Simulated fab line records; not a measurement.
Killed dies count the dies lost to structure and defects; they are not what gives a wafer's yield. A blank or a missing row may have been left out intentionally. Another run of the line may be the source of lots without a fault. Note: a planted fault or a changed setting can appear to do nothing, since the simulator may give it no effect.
Which tool was responsible? || flow n5Finfet || Sampling: 11 lots, 33 wafers, 6 of 1938 route steps

## WHAT THE GAUGES READ, wafer by wafer
N5_BEOL_M7_INSPECT_58: inspects for defects (darkfield).
{"lot": "L075", "measured": "day 8 20:23", "on": "defectInspect-02", "rawDefectCount": "112 75 79"}
{"lot": "L077", "measured": "day 9 11:12", "on": "defectInspect-02", "rawDefectCount": "89 33 45"}
{"lot": "L079", "measured": "day 9 18:57", "on": "defectInspect-02", "rawDefectCount": "80 43 55"}
{"lot": "L081", "measured": "day 10 13:41", "on": "defectInspect-02", "rawDefectCount": "54 62 86"}
{"lot": "L083", "measured": "day 11 06:04", "on": "defectInspect-02", "rawDefectCount": "80 48 66"}
{"lot": "L086", "measured": "day 11 11:34", "on": "defectInspect-02", "rawDefectCount": "111 83 100"}
{"lot": "L087", "measured": "day 12 06:59", "on": "defectInspect-01", "rawDefectCount": "115 82 85"}
{"lot": "L089", "measured": "day 12 20:32", "on": "defectInspect-02", "rawDefectCount": "76 81 49"}
{"lot": "L091", "measured": "day 13 00:43", "on": "defectInspect-01", "rawDefectCount": "82 63 77"}
{"lot": "L093", "measured": "day 13 16:08", "on": "defectInspect-02", "rawDefectCount": "84 62 101"}
{"lot": "L094", "measured": "day 14 00:29", "on": "defectInspect-02", "rawDefectCount": "57 50 72"}

## EACH LOT AND THE TOOL THAT RAN IT (in order: tool; ch and the chambers of the sampled wafers; start)
{"lot": "L075", "N5_BEOL_M7_HM_OPEN_17": "rieMetal-03 ch 0,1, day 8 16:07", "N5_BEOL_M7_DESCUM_33": "rieDiel-02 ch 0,2,3, day 8 17:42", "N5_BEOL_M7_ETCH_72": "rieDiel-02 ch 0,2,3, day 8 17:44", "N5_BEOL_M7_STRIP_80": "rieDiel-02 ch 0,2,3, day 8 19:25 or earlier", "N5_BEOL_M7_SPUTTER_48": "pvdSputter-02, day 8 19:25"}
{"lot": "L077", "N5_BEOL_M7_HM_OPEN_17": "rieMetal-03 ch 0,1, day 9 06:02", "N5_BEOL_M7_DESCUM_33": "rieDiel-02 ch 1,2, day 9 08:07", "N5_BEOL_M7_ETCH_72": "rieDiel-02 ch 1,2, day 9 08:09", "N5_BEOL_M7_STRIP_80": "rieDiel-02 ch 1,2, day 9 09:59 or earlier", "N5_BEOL_M7_SPUTTER_48": "pvdSputter-02, day 9 09:59"}
{"lot": "L079", "N5_BEOL_M7_HM_OPEN_17": "rieMetal-02 ch 0,1, day 9 15:25", "N5_BEOL_M7_DESCUM_33": "rieDiel-06 ch 0,1, day 9 16:11", "N5_BEOL_M7_ETCH_72": "rieDiel-06 ch 0,1, day 9 16:13", "N5_BEOL_M7_STRIP_80": "rieDiel-06 ch 0,1, day 9 17:56 or earlier", "N5_BEOL_M7_SPUTTER_48": "pvdSputter-03, day 9 17:56"}
{"lot": "L081", "N5_BEOL_M7_HM_OPEN_17": "rieMetal-02 ch 0,1, day 10 08:55", "N5_BEOL_M7_DESCUM_33": "rieDiel-06 ch 0,1,3, day 10 10:26", "N5_BEOL_M7_ETCH_72": "rieDiel-06 ch 0,1,3, day 10 10:28", "N5_BEOL_M7_STRIP_80": "rieDiel-06 ch 0,1,3, day 10 12:43 or earlier", "N5_BEOL_M7_SPUTTER_48": "pvdSputter-03, day 10 12:43"}
{"lot": "L083", "N5_BEOL_M7_HM_OPEN_17": "rieMetal-01 ch 0,1, day 11 01:11", "N5_BEOL_M7_DESCUM_33": "rieDiel-02 ch 0,2,3, day 11 03:05", "N5_BEOL_M7_ETCH_72": "rieDiel-02 ch 0,2,3, day 11 03:07", "N5_BEOL_M7_STRIP_80": "rieDiel-02 ch 0,2,3, day 11 05:06 or earlier", "N5_BEOL_M7_SPUTTER_48": "pvdSputter-03, day 11 05:06"}
{"lot": "L086", "N5_BEOL_M7_HM_OPEN_17": "rieMetal-02 ch 0,1, day 11 07:32", "N5_BEOL_M7_DESCUM_33": "rieDiel-06 ch 0,3, day 11 08:18", "N5_BEOL_M7_ETCH_72": "rieDiel-06 ch 0,3, day 11 08:20", "N5_BEOL_M7_STRIP_80": "rieDiel-06 ch 0,3, day 11 10:37 or earlier", "N5_BEOL_M7_SPUTTER_48": "pvdSputter-03, day 11 10:37"}
{"lot": "L087", "N5_BEOL_M7_HM_OPEN_17": "rieMetal-02 ch 0,1, day 11 22:56", "N5_BEOL_M7_DESCUM_33": "rieDiel-06 ch 0,2,3, day 12 03:28", "N5_BEOL_M7_ETCH_72": "rieDiel-06 ch 0,2,3, day 12 03:30", "N5_BEOL_M7_STRIP_80": "rieDiel-06 ch 0,2,3, day 12 05:50 or earlier", "N5_BEOL_M7_SPUTTER_48": "pvdSputter-02, day 12 05:50"}
{"lot": "L089", "N5_BEOL_M7_HM_OPEN_17": "rieMetal-02 ch 0,1, day 12 13:10", "N5_BEOL_M7_DESCUM_33": "rieDiel-06 ch 2,3, day 12 14:21", "N5_BEOL_M7_ETCH_72": "rieDiel-06 ch 2,3, day 12 14:23", "N5_BEOL_M7_STRIP_80": "rieDiel-06 ch 2,3, day 12 19:35 or earlier", "N5_BEOL_M7_SPUTTER_48": "pvdSputter-01, day 12 19:35"}
{"lot": "L091", "N5_BEOL_M7_HM_OPEN_17": "rieMetal-02 ch 1, day 12 15:49", "N5_BEOL_M7_DESCUM_33": "rieDiel-06 ch 1,2,3, day 12 19:55", "N5_BEOL_M7_ETCH_72": "rieDiel-06 ch 1,2,3, day 12 19:58", "N5_BEOL_M7_STRIP_80": "rieDiel-06 ch 1,2,3, day 12 23:40 or earlier", "N5_BEOL_M7_SPUTTER_48": "pvdSputter-02, day 12 23:40"}
{"lot": "L093", "N5_BEOL_M7_HM_OPEN_17": "rieMetal-02 ch 0,1, day 13 09:29", "N5_BEOL_M7_DESCUM_33": "rieDiel-04 ch 1,3, day 13 11:35", "N5_BEOL_M7_ETCH_72": "rieDiel-04 ch 1,3, day 13 11:37", "N5_BEOL_M7_STRIP_80": "rieDiel-04 ch 1,3, day 13 15:04 or earlier", "N5_BEOL_M7_SPUTTER_48": "pvdSputter-01, day 13 15:04"}
{"lot": "L094", "N5_BEOL_M7_HM_OPEN_17": "rieMetal-01 ch 0,1, day 13 19:03", "N5_BEOL_M7_DESCUM_33": "rieDiel-02 ch 0,2,3, day 13 21:07", "N5_BEOL_M7_ETCH_72": "rieDiel-02 ch 0,2,3, day 13 21:10", "N5_BEOL_M7_STRIP_80": "rieDiel-02 ch 0,2,3, day 13 23:18 or earlier", "N5_BEOL_M7_SPUTTER_48": "pvdSputter-01, day 13 23:18"}
- N5_BEOL_M7_HM_OPEN_17: chemistry Cl2/BCl3, target TiN, target depth 20 nm, overetch 6 nm.
- N5_BEOL_M7_DESCUM_33: chemistry O2, time 7 s.
- N5_BEOL_M7_ETCH_72: etches underlayer in N2/H2, target depth 6.5 nm, time 5.2 s.
- N5_BEOL_M7_STRIP_80: strips in N2/H2, time 10 s.
- N5_BEOL_M7_SPUTTER_48: material Cu, target thk 10 nm, time 1.667 s.

## THE ANSWER, worked out from the rows above alone
Rule: the usual values come from the lots themselves. Put in order of their means at a reading, lots are off if they are a third of the lots or fewer, leave a main group of 4 or more, and stand apart from it by a gap of 3 or more times the standard deviation of the main group's means; of several such gaps the widest counts. A main group whose means are all the same, to the digits that the tables above print for the reading, isn't used. A lot without any number at a reading at which 4 lots or more have one is off too. All remaining lots with rows at the step are treated as sound.
Nothing can be told from this: no lot is off at any reading shown.

## WHAT HAD BEEN PUT IN BY THE SIMULATOR
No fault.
